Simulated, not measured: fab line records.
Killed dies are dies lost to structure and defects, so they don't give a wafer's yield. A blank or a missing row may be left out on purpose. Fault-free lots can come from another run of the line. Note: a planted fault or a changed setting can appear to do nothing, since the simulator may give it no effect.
fab line records	flow n5Finfet
record lots=4	wafers=12	lastDay=18
route steps=1938 shown BEOL_M4@1099 BEOL_M5@1112 BEOL_M15@1830 PASSIVATION@1936
lots untouched by any fault: they come from a run of this same line in which no faults occurred
startH: the number of hours between the record's first day and the start of the first shown wafer of the lot	waitH: time in hours since the lot's previous step	" same as the row above	L1.1+2: one row covering several wafers at once	- value missing, or start not given	* or withheld: withheld	< > ~ a bound
route shown NAME@n: names a module that has steps shown in the file, with the first one's number in the route	usual: the fault-free wafers' mean and standard deviation	same: alike in all rows	chamber/n: place in a boat	sites: per-site readings	_std_site: standard deviation of those values	_edge_site: outer sites' mean less inner sites'	radiusMm: for every site, how far away it sits from the centre of the wafer	mask NAME#n: copy n	behind: the tool/chamber that last shaped the wafer	hold: reason for holding the lot/hours on hold/outcome of the hold	device: the n, p or np transistor that did not switch	end of line: tests of these same wafers at the route's end	a step given without rows: its recipe and nothing more	killed: dies lost to structure and defects at the first sort, not the wafer's yield	map: per-die view of a wafer (x killed, . not killed, _ where there is no die)
set.NAME: the setting the step ran with; set.NAME@STEP: the setting that earlier step ran with	model.NAME: the simulator's own value behind a step, which no gauge read
lots seen at some steps along the route; tables by step, rows by wafer
services: the hour from which a tool's chamber was out of use, counted from the record's first day as startH (under 0 if before that day), plus the number of hours and why
## steps
# step N5_BEOL_M4_ANNEAL_95
# recipe tempC=400	timeS=240	ambient=vacuum
# step N5_BEOL_M4_SPUTTER_96
# recipe material=Cu	targetThkA=45	tempC=-20	chamberPressurePa=0.07	powerW=withheld	timeS=8.29
# step N5_BEOL_M4_ECD_50
# recipe material=Cu	targetThkA=3000
# step N5_BEOL_M4_ANNEAL_51
# recipe tempC=225	timeS=90	ambient=N2
# step N5_BEOL_M4_CMP_52
# recipe stopOn=SiOC	tOverpolishS=6.8	downForcePsi=1	platenRpm=50	clearingPlatenDownForcePsi=1.5	clearingPlatenRpm=50	postCmpClean=cuAlkaline	targetThkNm=40	clearingPlatenPadVelocityMS=0.99484	padVelocityMS=0.99484
# step N5_BEOL_M4_PRE_CLEAN_60
# recipe gas=NH3/H2	timeS=15	tempC=*	rfPowerW=300
# step N5_BEOL_M4_CO_CAP_55
# recipe material=Co	targetThkA=20	tempC=200	precursor=CCTBA/H2	pressureTorr=30	timeS=102.1
# step N5_BEOL_M4_PRE_CLEAN_56
# recipe gas=NH3	timeS=15	tempC=withheld	rfPowerW=300
# step N5_BEOL_M4_DEP_57
# recipe material=SiCN	targetThkA=80	tempC=withheld	precursor=3MS/NH3	pressureTorr=3	rfW=202	timeS=14
# step N5_BEOL_M4_RC_MEAS_101
# usual DIBL_N=36.3/1.2	DIBL_P=36.3/1.4	IOFF_N=0.160/0.02	IOFF_P=0.210/0.025	ION_N=675/9.5	ION_P=462/7	SS_N=71.5/0.53	SS_P=73.4/0.55	VT_N=249.5/2.6	VT_P=-250.1/2.9
lot.wafer	tool	chamber	startH	waitH	DIBL_N[mV/V]	DIBL_P[mV/V]	IOFF_N[nA/um]	IOFF_P[nA/um]	ION_N[uA/um]	ION_P[uA/um]	SS_N[mV/dec]	SS_P[mV/dec]	VT_N[mV]	VT_P[mV]
L938.1	prober-02	0	220.82	0.0	37.0	37.8	0.171	0.207	667	455	72.6	73.8	245.5	-250.6
L938.3	"	0	"	"	35.8	37.3	0.155	0.191	669	452	72.1	73.8	248.3	-253.1
L938.4	"	0	"	"	36.0	36.9	0.145	0.180	659	449	71.6	73.6	250.6	-252.6
L941.2	prober-01	0	266.73	0.2	35.7	34.4	0.146	0.208	672	463	70.5	72.9	249.7	-247.3
L941.5	"	0	"	"	38.0	37.1	0.197	0.260	687	479	71.3	74.1	245.6	-245.5
L941.6	"	0	"	"	36.6	35.8	0.168	0.246	677	471	71.3	73.0	247.9	-244.0
L942.3	prober-02	0	283.28	0.3	36.1	35.6	0.153	0.206	670	455	72.4	74.4	250.6	-252.6
L942.4	"	0	"	"	35.7	35.1	0.140	0.183	656	457	71.8	73.2	254.5	-253.1
L942.6	"	0	"	"	34.8	35.5	0.134	0.198	680	465	71.3	73.1	250.1	-254.4
L951.1	prober-01	0	334.37	0.0	34.5	34.8	0.144	0.179	673	456	70.2	71.9	251.6	-254.8
L951.4	"	0	"	"	35.2	36.1	0.167	0.198	684	467	70.8	73.4	247.0	-250.6
L951.6	"	0	"	"	35.2	35.1	0.160	0.185	675	458	71.4	72.3	249.6	-254.0
# step N5_BEOL_M5_ILD_DEP_00
# recipe material=SiCOH_lowk	targetThkA=1406.4	tempC=300	precursor=DEMS/porogen	pressureTorr=5	rfW=500	timeS=25.9
# step N5_BEOL_M5_CURE_79
# recipe tempC=385	timeS=240	ambient=He/Ar	material=SiCOH_lowk
# step N5_BEOL_M5_PECVD_70
# recipe material=SiO2	targetThkA=160	tempC=400	precursor=TEOS/O2	pressureTorr=5.5	rfW=450	teosFlowSccm=53.8	gas=O2	flowSccm=3000	timeS=18
# step N5_BEOL_M5_HM_DEP_02
# recipe material=TiN	targetThkA=200	tempC=25	chamberPressurePa=0.49996
# step N5_BEOL_M5_COAT_59
# recipe resist=SOC	tempC=250	timeS=60	spinRpm=1500	resistThkNm=60
# step N5_BEOL_M5_COAT_60
# recipe resist=SiARC	tempC=220	timeS=60	spinRpm=1500	resistThkNm=12
# step N5_BEOL_M5_COAT_71
# recipe resist=underlayer	tempC=205	timeS=60	spinRpm=1500	resistThkNm=5
# step N5_BEOL_M5_COAT_05
# recipe resist=CAR-EUV	spinRpm=1500	resistThkNm=30
# step N5_BEOL_M5_EBR_07
# recipe solvent=PGMEA	ebrWidthMm=1.5
# step N5_BEOL_M5_SOFTBAKE_06
# recipe tempC=110	timeS=60	resist=CAR-EUV
# step N5_BEOL_M5_EXPOSE_08
# recipe maskId=M5	na=0.33	sourceShape=annular	sigmaInner=0.4	sigmaOuter=0.8	polarization=unpolarized	targetCdNm=28	doseMj=35.75
# step N5_BEOL_M5_PEB_09
# recipe pebTempC=100	pebTimeS=60	resist=CAR-EUV
# step N5_BEOL_M5_DEVELOP_10
# recipe developTimeS=30	developer=TMAH	resist=CAR-EUV	rinseLiquid=surfactantRinse	dry=airSpin	devTempC=23
# step N5_BEOL_M5_DESCUM_16
# recipe chemistry=O2	timeS=7	sourcePowerW=50	biasPowerW=20	pressureMtorr=20	rfFrequencyHz=2.712e+07	tempC=40	resist=CAR-EUV	o2FlowSccm=225
# step N5_BEOL_M5_ETCH_72
# recipe chemistry=N2/H2	target=underlayer	targetDepthA=65	maskMaterial=CAR-EUV	timeS=5.2	ionEnergyEv=200	pressureMtorr=30	sourceW=840	biasW=150	n2FlowSccm=200	h2FlowSccm=200	ends=cleared
# step N5_BEOL_M5_ETCH_61
# recipe chemistry=CF4	target=SiARC	targetDepthA=156	maskMaterial=CAR-EUV	timeS=26	ionEnergyEv=80	pressureMtorr=40	sourceW=545	biasW=36	Ar_flow_sccm=100	cf4FlowSccm=100	ends=cleared
# step N5_BEOL_M5_ETCH_62
# recipe chemistry=N2/H2	target=SOC	targetDepthA=750	overetchA=150	maskMaterial=SiARC	tempC=40	timeS=112.5	ionEnergyEv=200	pressureMtorr=30	sourceW=840	biasW=150	n2FlowSccm=200	h2FlowSccm=200
# step N5_BEOL_M5_STRIP_63
# recipe chemistry=N2/H2	tempC=40	n2FlowSccm=200	h2FlowSccm=200	rfFrequencyHz=6e+07
# step N5_BEOL_M5_STRIP_73
# recipe chemistry=N2/H2	tempC=40	n2FlowSccm=200	h2FlowSccm=200	rfFrequencyHz=6e+07
# step N5_BEOL_M5_STRIP_64
# recipe chemistry=CF4	resist=SiARC	powerW=300	biasPowerW=75	pressureMtorr=50	cf4FlowSccm=150	rfFrequencyHz=6e+07
# step N5_BEOL_M5_HM_OPEN_17
# recipe chemistry=Cl2/BCl3	targetDepthA=200	overetchA=60	target=TiN	maskMaterial=SOC	ionEnergyEv=150	pressureMtorr=10	icpW=1000	biasW=126	Cl2_flow_sccm=53.25	bcl3FlowSccm=21.75	Ar_flow_sccm=25
# step N5_BEOL_M5_STRIP_19
# recipe chemistry=O2	powerW=400	tempC=40	pressureMtorr=30	rfFrequencyHz=6e+07	biasPowerW=0	overashFraction=0.2	o2FlowSccm=225
# step N5_BEOL_M5_COAT_65
# recipe resist=SOC	tempC=250	timeS=60	spinRpm=1500	resistThkNm=60
# step N5_BEOL_M5_COAT_66
# recipe resist=SiARC	tempC=220	timeS=60	spinRpm=1500	resistThkNm=12
# step N5_BEOL_M5_ALD_86
# recipe material=TaN	targetThkA=*	tempC=275	aldPrecursorFamily=PDMAT	aldCoReactant=NH3	pressureTorr=3	carrierFlowSccm=1500	pulseTimeS=2	purgeTimeS=3	coReactantPurgeTimeS=2	coReactantPulseTimeS=3	aldCycles=30	precursorVesselTempC=75	precursorVesselPressureTorr=26.25	precursorVesselCarrierSccm=1000
# usual aldCycles=30/0	chamberPressureTorr=3.000/0.0064	heaterPowerW=433/18	precursorVesselTempC=74.98/0.12
# same coReactantPulseTimeS=3
lot.wafer	tool	chamber	startH	waitH	aldCycles	chamberPressureTorr	heaterPowerW	precursorVesselTempC	model.TaN_of_BEOL_M5_ALD_86.thkNm
L938.1	aldMetal-01	3	229.07	0.1	30	2.992	446	75.16	*
L938.3	"	0	"	"	30	2.996	425	75.00	*
L938.4	"	0	"	"	30	3.001	431	75.07	*
L941.2	aldMetal-01	1	271.60	0.3	30	2.995	430	75.09	*
L941.5	"	0	"	"	21	3.003	428	74.88	*
L941.6	"	1	"	"	30	3.007	413	74.97	*
L942.3	aldMetal-01	2	287.48	0.0	30	3.000	438	75.07	*
L942.4	"	0	"	"	21	3.000	437	75.06	*
L942.6	"	3	"	"	30	3.002	432	75.05	*
L951.1	aldMetal-02	3	340.94	0.1	30	3.004	425	75.31	*
L951.4	"	1	"	"	30	3.005	428	75.08	*
L951.6	"	1	"	"	30	3.002	445	75.00	*
# step N5_BEOL_M15_RC_MEAS_101
# usual COMB_M10=1.5e-11/3.2e-12	COMB_M11=1.5e-11/3.2e-12	COMB_M12=6.9e-12/1.6e-12	COMB_M13=5.4e-12/1e-12	COMB_M14=4e-12/8.6e-13	COMB_M15=3e-12/8.8e-13	COMB_M5=3.7e-11/7.6e-12	COMB_M5_max_site=5.4e-11/1.3e-11	COMB_M6=2.6e-11/5.1e-12	COMB_M7=2.5e-11/5e-12	COMB_M8=2.6e-11/4.8e-12	COMB_M9=1.44e-11/2.5e-12	SERP_M10=3.11/0.06	SERP_M11=3.08/0.052	SERP_M12=0.643/0.014	SERP_M13=0.312/0.0045	SERP_M14=0.163/0.0031	SERP_M5=39.4/1.3	SERP_M6=13.9/0.43	SERP_M7=14.1/0.42	SERP_M7_max_site=14.7/0.44	SERP_M8=13.9/0.45	SERP_M9=3.09/0.068
lot.wafer	tool	chamber	startH	waitH	COMB_M10[S/m]	COMB_M11[S/m]	COMB_M12[S/m]	COMB_M13[S/m]	COMB_M14[S/m]	COMB_M15[S/m]	COMB_M5[S/m]	COMB_M5_max_site[S/m]	COMB_M6[S/m]	COMB_M7[S/m]	COMB_M8[S/m]	COMB_M9[S/m]	SERP_M10[ohm/um]	SERP_M11[ohm/um]	SERP_M12[ohm/um]	SERP_M13[ohm/um]	SERP_M14[ohm/um]	SERP_M5[ohm/um]	SERP_M6[ohm/um]	SERP_M7[ohm/um]	SERP_M7_max_site[ohm/um]	SERP_M8[ohm/um]	SERP_M9[ohm/um]
L938.1	prober-02	0	327.50	0.0	1.3e-11	1.3e-11	7.6e-12	4.7e-12	5.4e-12	3.9e-12	4.2e-11	6.1e-11	3.2e-11	3.8e-11	2.5e-11	1.44e-11	3.01	2.98	0.671	0.315	0.161	41.0	14.2	14.3	15.0	14.0	3.04
L938.3	"	0	"	"	1.4e-11	1e-11	8.1e-12	5.4e-12	7.4e-12	3.2e-12	3.3e-11	3.5e-11	2.4e-11	3.4e-11	1.8e-11	8e-12	3.05	2.98	0.645	0.317	0.161	37.1	13.4	13.8	14.1	13.5	3.01
L938.4	"	0	"	"	1.5e-11	1.6e-11	8.6e-12	4.6e-12	5e-12	3.9e-12	3.2e-11	4.5e-11	2.5e-11	2.7e-11	2.2e-11	1.29e-11	2.99	3.19	0.669	0.307	0.164	38.5	14.1	14.0	14.2	13.2	3.18
L941.2	prober-02	0	356.56	0.2	1.7e-11	2.5e-11	8.5e-12	5.9e-12	4.7e-12	3.9e-12	3.2e-11	5.1e-11	2.8e-11	2.8e-11	2.5e-11	1.75e-11	3.21	3.06	0.658	0.313	0.165	39.6	14.1	14.6	14.9	14.2	3.07
L941.5	"	0	"	"	1.4e-11	1.2e-11	6.7e-12	6.6e-12	5.1e-12	4.3e-12	1.19e-10	1.75e-10	3.5e-11	2.1e-11	2.7e-11	1.58e-11	3.07	3.00	0.663	0.310	0.162	38.7	14.4	14.5	15.0	14.1	3.04
L941.6	"	0	"	"	1.2e-11	1.5e-11	1.14e-11	5.1e-12	3.8e-12	3.6e-12	2.7e-11	3.3e-11	3.4e-11	2.2e-11	2.3e-11	2.17e-11	3.11	2.98	0.656	0.318	0.164	41.3	13.8	13.7	14.0	13.7	3.09
L942.3	prober-01	0	372.55	0.3	1.4e-11	1.9e-11	5.5e-12	4.9e-12	3.4e-12	1.7e-12	5.2e-11	5.8e-11	2.1e-11	1.8e-11	3.4e-11	1.13e-11	3.04	3.09	0.637	0.314	0.162	38.9	14.2	13.5	14.4	13.7	3.12
L942.4	"	0	"	"	1.8e-11	1.6e-11	5.8e-12	4.6e-12	3e-12	2.4e-12	8.1e-11	1.23e-10	1.4e-11	2.2e-11	2.1e-11	1.49e-11	3.05	3.08	0.639	0.312	0.163	37.4	13.9	13.3	13.6	13.2	3.07
L942.6	"	0	"	"	1.2e-11	1.1e-11	5e-12	4.2e-12	3.1e-12	1.6e-12	3.6e-11	4.5e-11	1.7e-11	2.3e-11	2.1e-11	1.57e-11	3.15	3.08	0.608	0.319	0.161	40.1	13.7	13.7	14.2	14.4	3.13
L951.1	prober-02	0	425.44	0.0	1.4e-11	1.5e-11	6.9e-12	6e-12	3.7e-12	2.8e-12	3.8e-11	4.8e-11	2.4e-11	2.4e-11	3.8e-11	1.4e-11	3.21	3.08	0.635	0.314	0.164	37.9	14.8	14.9	15.4	12.9	3.03
L951.4	"	0	"	"	1.1e-11	1.6e-11	8.2e-12	6e-12	3.7e-12	2.4e-12	4.5e-11	6e-11	3.7e-11	2.5e-11	3e-11	1.41e-11	3.15	3.07	0.630	0.312	0.160	38.8	14.6	14.2	14.6	14.0	3.05
L951.6	"	0	"	"	1.4e-11	1.1e-11	7.7e-12	6.9e-12	4.8e-12	3.4e-12	4.4e-11	5.7e-11	2.9e-11	2.6e-11	3.1e-11	2.15e-11	3.13	3.12	0.642	0.304	0.164	37.2	13.8	13.7	14.3	13.3	2.95
# sites COMB_M5 radiusMm=0,75,75,75,75,140,140,140,140
L938.1 3.8e-11 4.2e-11 3.2e-11 4.4e-11 3.6e-11 5.1e-11 3.7e-11 4.6e-11 6.1e-11
L941.2 2.8e-11 2.3e-11 3.2e-11 2.9e-11 2.3e-11 3.3e-11 3.9e-11 5.1e-11 3.5e-11
L942.3 5.2e-11 5.8e-11 5.2e-11 3.8e-11 5.4e-11 3e-11 5e-11 5.6e-11 4.4e-11
L951.1 3.3e-11 3.1e-11 4.8e-11 2.9e-11 4.1e-11 4.3e-11 4.2e-11 3.8e-11 2.3e-11
# step N5_PASSIVATION_PROBE_49
# usual defectLimitedYield=90.9/1.3	killed_at_M0_to_M3=36/11	killed_at_M4_up=13/5.1	killedAtContacts=14/4.9	killedAtFrontEnd=41/10	killedAtOther=3.4/2.6	killedDies=107/16	killedOpen=70/11	killedShort=36/7.8	sort_bin_4_leakage=0/0	sort_bin_5_function=5.4/0.84	sort_bin_6_memory=3.4/0.67	sortNPass=1073/16	sortYieldPct=90.9/1.3
# same grossDies=1180	killedAtBackSide=0	sort_bin_8_speed[%]=0
lot.wafer	tool	chamber	startH	waitH	defectLimitedYield[%]	killed_at_M0_to_M3	killed_at_M4_up	killedAtContacts	killedAtFrontEnd	killedAtOther	killedDies	killedOpen	killedShort	sort_bin_4_leakage[%]	sort_bin_5_function[%]	sort_bin_6_memory[%]	sortNPass	sortYieldPct[%]
L938.1	prober-01	-	341.52	0.0	91.3	40	3	23	32	5	103	73	30	0	5.8	2.8	1077	91.3
L938.3	prober-01	-	341.62	0.1	90.4	43	13	9	40	8	113	70	42	0	5.6	3.6	1067	90.4
L938.4	prober-01	-	341.67	0.2	90.8	38	18	11	38	3	108	73	33	0	5.3	3.7	1072	90.8
L941.2	prober-02	-	369.17	0.1	90.9	24	4	12	67	0	107	67	40	0	5.9	2.9	1073	90.9
L941.5	prober-02	-	369.32	0.2	86.5	38	49	20	45	7	159	87	36	2.88	5.8	4.7	1021	86.5
L941.6	prober-02	-	369.37	0.3	91.5	22	8	20	48	2	100	62	38	0	5.6	2.8	1080	91.5
L942.3	prober-01	-	385.24	0.1	89.0	38	18	11	62	1	130	94	34	0	6.4	4.5	1050	89.0
L942.4	prober-01	-	385.29	0.2	87.3	48	30	11	60	1	150	95	34	1.78	6.7	3.9	1030	87.3
L942.6	prober-01	-	385.39	0.3	90.8	29	18	10	48	4	109	68	38	0	4.7	4.2	1071	90.8
L951.1	prober-01	-	438.61	0.0	90.8	25	24	12	37	10	108	66	35	0	4.8	4.0	1072	90.8
L951.4	prober-01	-	438.76	0.2	92.5	24	17	14	30	4	89	57	31	0	4.2	2.9	1091	92.5
L951.6	prober-01	-	438.86	0.3	88.9	25	22	20	58	6	131	81	44	0	5.6	4.5	1049	88.9
# killed by level:class
L938.1 MOL_CONTACT_COAG:geometricParticle:open=20 BEOL_M3:geometricParticle:open=18 FIN_SAQP:geometricParticle:open=7 GATE_CUT:geometricParticle:open=6 BEOL_M2:geometricParticle:open=5 DUMMY_GATE:geometricParticle:open=4 BEOL_M0_SAQP:geometricParticle:short=4 BEOL_M1:geometricParticle:open=4
L938.3 BEOL_M3:geometricParticle:open=12 FIN_SAQP:geometricParticle:short=11 BEOL_M0_SAQP:geometricParticle:open=8 MOL_CONTACT_COAG:geometricParticle:open=7 BEOL_M2:geometricParticle:open=6 MIM_TOP:geometricParticle:short=6 DUMMY_GATE:geometricParticle:open=5 GATE_CUT:geometricParticle:open=5
L938.4 BEOL_M3:geometricParticle:open=9 MOL_CONTACT_COAG:geometricParticle:open=8 BEOL_M4:geometricParticle:open=7 FIN_SAQP:geometricParticle:open=6 DUMMY_GATE:geometricParticle:open=6 BEOL_M3:geometricParticle:short=6 BEOL_M2:geometricParticle:open=5 BEOL_M0_SAQP:geometricParticle:open=5
L941.2 FIN_SAQP:geometricParticle:open=21 FIN_SAQP:geometricParticle:short=21 MOL_CONTACT_COAG:geometricParticle:open=11 GATE_CUT:geometricParticle:short=5 GATE_CUT:geometricParticle:open=5 BEOL_M2:geometricParticle:open=5 STI_FIN_REVEAL:geometricParticle:open=4 BEOL_M0_SAQP:geometricParticle:open=4
L941.5 M5:areaAld=34 FIN_SAQP:geometricParticle:open=18 MOL_CONTACT_COAG:geometricParticle:open=17 BEOL_M0_SAQP:geometricParticle:short=11 FIN_SAQP:geometricParticle:short=10 BEOL_M0_SAQP:geometricParticle:open=9 BEOL_M1:geometricParticle:open=7 BEOL_M4:geometricParticle:open=7
L941.6 MOL_CONTACT_COAG:geometricParticle:open=18 FIN_SAQP:geometricParticle:short=16 FIN_SAQP:geometricParticle:open=14 BEOL_M3:geometricParticle:open=5 STI_FIN_REVEAL:geometricParticle:open=5 BEOL_M2:geometricParticle:open=4 BEOL_M0_SAQP:geometricParticle:open=3 BEOL_M4:geometricParticle:open=3
L942.3 FIN_SAQP:geometricParticle:open=22 STI_FIN_REVEAL:geometricParticle:open=13 BEOL_M0_SAQP:geometricParticle:open=11 BEOL_M0_SAQP:geometricParticle:short=10 BEOL_M4:geometricParticle:open=9 MOL_CONTACT_COAG:geometricParticle:open=8 BEOL_M3:geometricParticle:open=7 FIN_SAQP:geometricParticle:short=6
L942.4 STI_FIN_REVEAL:geometricParticle:open=28 M5:areaAld=21 BEOL_M0_SAQP:geometricParticle:short=13 BEOL_M0_SAQP:geometricParticle:open=11 FIN_SAQP:geometricParticle:open=10 MOL_CONTACT_COAG:geometricParticle:open=10 BEOL_M2:geometricParticle:open=10 BEOL_M3:geometricParticle:open=6
L942.6 FIN_SAQP:geometricParticle:open=11 STI_FIN_REVEAL:geometricParticle:open=11 BEOL_M2:geometricParticle:open=8 BEOL_M4:geometricParticle:open=7 MOL_CONTACT_COAG:geometricParticle:open=6 GATE_CUT:geometricParticle:short=5 BEOL_M1:geometricParticle:open=5 STARTING-WAFER:geometricParticle:short=5
L951.1 MOL_CONTACT_COAG:geometricParticle:open=10 BEOL_M4:geometricParticle:open=10 BEOL_M0_SAQP:geometricParticle:open=9 BEOL_M0_SAQP:geometricParticle:short=8 GATE_CUT:geometricParticle:short=6 FIN_SAQP:geometricParticle:open=5 STI_FIN_REVEAL:geometricParticle:open=5 GATE_CUT:geometricParticle:open=5
L951.4 BEOL_M4:geometricParticle:open=11 MOL_CONTACT_COAG:geometricParticle:open=10 FIN_SAQP:geometricParticle:open=8 BEOL_M1:geometricParticle:open=8 BEOL_M0_SAQP:geometricParticle:short=6 FIN_SAQP:geometricParticle:short=4 GATE_CUT:geometricParticle:short=4 MOL_CONTACT_COAG:geometricParticle:short=4
L951.6 STI_FIN_REVEAL:geometricParticle:open=20 MOL_CONTACT_COAG:geometricParticle:open=16 GATE_CUT:geometricParticle:short=11 FIN_SAQP:geometricParticle:open=9 BEOL_M5:geometricParticle:open=8 BEOL_M2:geometricParticle:open=6 BEOL_M0_SAQP:geometricParticle:short=5 MOL_CONTACT_COAG:geometricParticle:short=4
# map L941.5 (x killed, . not)
_________________.xx.........________________
______________........x..x.x...._____________
___________.xx.x......x............__________
__________.............x.........x.._________
________......................x...x..._______
_______..x...x....x.......x....xx..x...______
______........x..x...x................x._____
_____..xx........x.....................x.____
____x....x............x.........x...x.....___
___..........x......xx.x........x.x....x...__
___....x..xx.x....x.......x..x............x__
__........x............x..x......x...x..x..x_
__..x..x.x.......x.......xx..............x.._
_x..............x..x....x.x...x.........x....
_.....xx...x.............x.....x...xx.....x..
_........x....x.........x..........x.........
_..............x.....xx.............x.x......
_x............................xx..x.........x
_.....x.....x...xx.....x..........x.x........
_x...............................x...........
_xxx...x......x.......x......................
__.................................xx......._
__............x.........................x..._
___...x...x..x..xx........x.x....x.......x.__
___.............x...x......................__
____...xx..x........................x...x.___
_____..........x.xx..x..........x..x.x...____
______x....x.x..........x........x....x._____
_______.........x....x....x............______
________...x....x................x...._______
__________............x....x.....x.._________
___________...x.....x..x..xx.......__________
______________..x.....x........._____________
_________________xx..x.x.....________________
# map L942.4 (x killed, . not)
_________________............________________
______________....x....xx.xxx..._____________
___________.........xx.............__________
__________........x...x...........xx_________
________.....xx.....x.....x..x.x.x...._______
_______.........x.x....................______
______........x.....x..x..x............._____
_____..x.................................____
____...x....x...x........x.x.x.......x..x.___
___..........x.x..xx....x.x..........x.x...__
___.x....x............x...x.xx....x...x....__
__..............x...xx.............x......x._
__..............................xx.........x_
_...............x.................x..........
_x.......................x........x....x.x.xx
_x.................xx...x.x.x...............x
_...............................xx.........x.
_..............x...xx.....x........x..x......
_x..x.......x........x..........x....x.x.....
_x.........x......................x..........
_....x....x.............x.....x.xx.........x.
__...........x..............xx.xx..........._
__.........xx........x......x......xx..x...._
___.x....x......x....x..x....xx...x.x....x.__
___..........x..x..........x.......x..x....__
____x.....................x..........x....___
_____......x.......x...........x......x..____
______.......x.x.........x..........x..._____
_______.........x..................xx..______
________....x........................x_______
__________..x...................x..._________
___________.....x..................__________
______________..........x...x..._____________
_________________..x.......x.________________
## services
tool	chamber	startH	hours	kind
aldMetal-01	1	219.37	27.9	repair
aldMetal-02	-	236.89	2.8	pm
## key
firstSign step=N5_BEOL_M5_ALD_86	reading=aldCycles	direction=down	sigmas=99+	usual=*	struck=*
effect step=N5_BEOL_M15_RC_MEAS_101	reading=COMB_M5	direction=up	sigmas=8.2	usual=3.7e-11	struck=1e-10
effect step=N5_PASSIVATION_PROBE_49	reading=sort_bin_4_leakage	direction=up	sigmas=28	usual=0	struck=2.33
modelEffect step=N5_BEOL_M5_ALD_86	value=TaN_of_BEOL_M5_ALD_86.thkNm	without=*	struck=*
moreKillsBornAt N5_BEOL_M5_ALD_86@aldMetal-01=55
metAt N5_BEOL_M5_ALD_86
struckWafers L941.5,L942.4
onsetBetween 229.07 271.60
fault kind=processParameterDrift	tool=aldMetal-01	chamber=-	onsetH=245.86	steps=N5_BEOL_M5_ALD_86	channel=aldCycles	offset=*	shape=step	endH=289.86	scope=struckWafersOnly	actsIn=*	stated=*
